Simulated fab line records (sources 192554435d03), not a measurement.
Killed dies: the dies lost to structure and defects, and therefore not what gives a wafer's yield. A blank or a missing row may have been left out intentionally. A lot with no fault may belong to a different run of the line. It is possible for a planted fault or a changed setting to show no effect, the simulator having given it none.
Split-lot study | flow n5Finfet | 21 wafers read from 7 lots, route of 1938 steps

## ON THE SPLIT
At N5_FIN_CUT_ETCH_21 (etches SOC in N2/H2, target depth 219 nm, overetch 43.8 nm, time 523.5 s), the setting timeS was moved away from the recipe's 523.5 s on 8 of the 21 wafers read, by -12.2% to +15.8%. The other wafers ran this setting at the recipe's value.

The reading comes from the split's own step.

## THE READING
SiARC_of_FIN_CUT_COAT_19.thkNm (the simulator's own value, which no gauge read), in nm, at N5_FIN_CUT_ETCH_21 (etches SOC in N2/H2, target depth 219 nm, overetch 43.8 nm, time 523.5 s). No usual value for it is given in the file. Across the 13 wafers here that went through the recipe, the average is 11.8 nm and the standard deviation 0.21 nm.

wafer  | tool, chamber at the split | timeS as run, s | against the recipe | SiARC_of_FIN_CUT_COAT_19.thkNm, nm | against lot-mates on the recipe
L075.1 | rieDiel-01, 0              | 460.4           | -12.1%             | 12.8                               | +0.8
L075.3 | rieDiel-01, 3              | 523.5           | recipe             | 12                                 | -
L075.6 | rieDiel-01, 2              | 460.4           | -12.1%             | 13                                 | +1.0
L080.1 | rieDiel-05, 1              | 523.5           | recipe             | 11.6                               | -
L080.2 | rieDiel-05, 2              | 459.6           | -12.2%             | 13                                 | +1.3
L080.4 | rieDiel-05, 0              | 523.5           | recipe             | 11.8                               | -
L082.2 | rieDiel-01, 2,3            | 523.5           | recipe             | 12                                 | -
L082.4 | rieDiel-01, 2,3            | 523.5           | recipe             | 12                                 | -
L082.6 | rieDiel-01, 1              | 523.5           | recipe             | 11.8                               | -
L091.2 | rieDiel-04, 0              | 606             | +15.8%             | 10.8                               | -0.8
L091.3 | rieDiel-04, 2              | 523.5           | recipe             | 11.4                               | -
L091.4 | rieDiel-04, 1              | 523.5           | recipe             | 11.8                               | -
L095.2 | rieDiel-04, 2              | 523.5           | recipe             | 11.6                               | -
L095.3 | rieDiel-04, 3              | 523.5           | recipe             | 12.2                               | -
L095.4 | rieDiel-04, 0              | 523.5           | recipe             | 12                                 | -
L096.1 | rieDiel-01, 2              | 523.5           | recipe             | 12                                 | -
L096.4 | rieDiel-01, 0              | 585             | +11.7%             | 10.6                               | -1.4
L096.5 | rieDiel-01, 3              | 585             | +11.7%             | 11                                 | -1.0
L097.1 | rieDiel-05, 1              | 523.5           | recipe             | 11.8                               | -
L097.2 | rieDiel-05, 0              | 571.8           | +9.2%              | 11.2                               | -0.6
L097.3 | rieDiel-05, 2              | 571.8           | +9.2%              | 11.4                               | -0.4
If several chambers appear in one row, that row covers several wafers at once and the file leaves open which wafer was in which chamber.

FIT RESULTS
A straight line over all 21 wafers: SiARC_of_FIN_CUT_COAT_19.thkNm changes by -0.0806 nm for each +1% of timeS; r = -0.95; the points scatter about the line by 0.21 nm.
The same after taking each lot's own level away (the mean of its wafers on the recipe; 21 wafers): -0.0777 nm for each +1%; r = -0.93; scatter 0.23 nm.
The reading moves by 1.2 nm for the largest change in timeS, on that fit.
The span of the lots' own levels, 11.60 to 12.00 nm, comes to 1.9 times the standard deviation stated above.
The two slopes agree, so the slope changes little with the lot-to-lot level.
Check: for one of the wafers moved furthest among these (+15.8%), held out of the fit, the line's prediction against its lot-mates is -1.33 nm. Against them it came out at -0.8 nm.

## FURTHER SPLITS ON THESE WAFERS
Before the reading, these wafers also passed through other splits. Each is held against what the fit with the lots' levels taken away leaves over:
other split on the same wafers | wafers away from the commonest value | r with SiARC_of_FIN_CUT_COAT_19.thkNm (lot level and that fit taken away)
N5_WELL_APT_COAT_02 spinRpm    | 8                                    | +0.19
N5_WELL_APT_PEB_06 pebTimeS    | 10                                   | +0.44
N5_FIN_CUT_EXPOSE_05 doseMj    | 7                                    | -0.06

## THE FILE'S OWN FIT
SiARC_of_FIN_CUT_COAT_19.thkNm changes by -0.0758 nm for each +1% of timeS, r = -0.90.
